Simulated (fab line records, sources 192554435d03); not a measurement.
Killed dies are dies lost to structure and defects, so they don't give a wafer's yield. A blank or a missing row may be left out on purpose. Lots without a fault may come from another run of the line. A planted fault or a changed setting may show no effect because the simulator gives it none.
Chamber matching | flow n5_finfet | N5_BEOL_M2_ETCH_69 on rie_diel-02: 4 sister chambers
The step etches SiARC in CF4, target depth 15.6 nm, time 26 s. 20 wafers are shown with their chamber, then 10 later ones without.

WAFERS WITH THEIR CHAMBER
wafer  | chamber | drypump_motor_current_A (A) | showerhead_plenum_p_Torr (Torr) | throttle_valve_pct (%)
L074.2 | 1       | 6.5                         | 2.20                            | 15.68
L074.3 | 3       | 5.8                         | 2.07                            | 15.43
L074.4 | 2       | 6.1                         | 2.25                            | 15.44
L075.1 | 3       | 5.8                         | 2.07                            | 15.44
L075.2 | 2       | 6.1                         | 2.25                            | 15.43
L075.5 | 2       | 6.1                         | 2.25                            | 15.44
L076.2 | 0       | 5.5                         | 2.03                            | 15.65
L076.4 | 2       | 6.1                         | 2.25                            | 15.44
L076.5 | 1       | 6.5                         | 2.20                            | 15.68
L080.2 | 3       | 5.8                         | 2.07                            | 15.47
L080.5 | 1       | 6.5                         | 2.20                            | 15.72
L080.6 | 2       | 6.1                         | 2.24                            | 15.46
L082.1 | 1       | 6.5                         | 2.19                            | 15.72
L082.3 | 2       | 6.1                         | 2.24                            | 15.49
L082.5 | 3       | 5.9                         | 2.06                            | 15.47
L083.2 | 1       | 6.5                         | 2.19                            | 15.73
L083.5 | 3       | 5.9                         | 2.06                            | 15.48
L083.6 | 2       | 6.1                         | 2.24                            | 15.47
L087.1 | 2       | 6.1                         | 2.24                            | 15.49
L087.4 | 3       | 5.8                         | 2.06                            | 15.48

SIGNATURES (means of the wafers above)
reading                  | chamber 0 | chamber 1 | chamber 2 | chamber 3 | scatter within a chamber
drypump_motor_current_A  | 5.500     | 6.500     | 6.100     | 5.833     | 0.0289
showerhead_plenum_p_Torr | 2.0300    | 2.1960    | 2.2450    | 2.0650    | 0.00542
throttle_valve_pct       | 15.6500   | 15.7060   | 15.4575   | 15.4617   | 0.0231
Rule: a wafer's distance from a chamber is the root of the sum, over the readings, of the square of ((its reading less the chamber's mean) divided by the reading's scatter). The wafer belongs to the nearest chamber; if the next one is less than 2 further off, it can't be placed. The scatter: the root of (the sum of the squares of (reading less its chamber's mean) over the shown wafers, divided by (wafers less chambers)).

WAFERS WITHOUT THEIR CHAMBER
wafer  | drypump_motor_current_A (A) | showerhead_plenum_p_Torr (Torr) | throttle_valve_pct (%)
L087.5 | 5.5                         | 2.27                            | 15.20
L088.2 | 6.1                         | 2.24                            | 15.51
L088.3 | 5.9                         | 2.06                            | 15.49
L088.5 | 6.1                         | 2.24                            | 15.52
L089.1 | 5.5                         | 2.27                            | 15.21
L089.2 | 5.9                         | 2.06                            | 15.49
L089.4 | 6.5                         | 2.19                            | 15.75
L091.3 | 5.9                         | 2.06                            | 15.50
L091.4 | 6.5                         | 2.19                            | 15.75
L091.6 | 6.5                         | 2.19                            | 15.74

WHICH CHAMBER EACH WENT THROUGH
wafer  | from the rows above | in truth
L087.5 | 2                   | 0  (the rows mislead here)
L088.2 | 2                   | 2
L088.3 | 3                   | 3
L088.5 | 2                   | 2
L089.1 | 2                   | 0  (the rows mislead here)
L089.2 | 3                   | 3
L089.4 | 1                   | 1
L091.3 | 3                   | 3
L091.4 | 1                   | 1
L091.6 | 1                   | 1
Placed correctly: 8 of 10. Can't be placed from these rows: 0. Placed wrongly: 2.
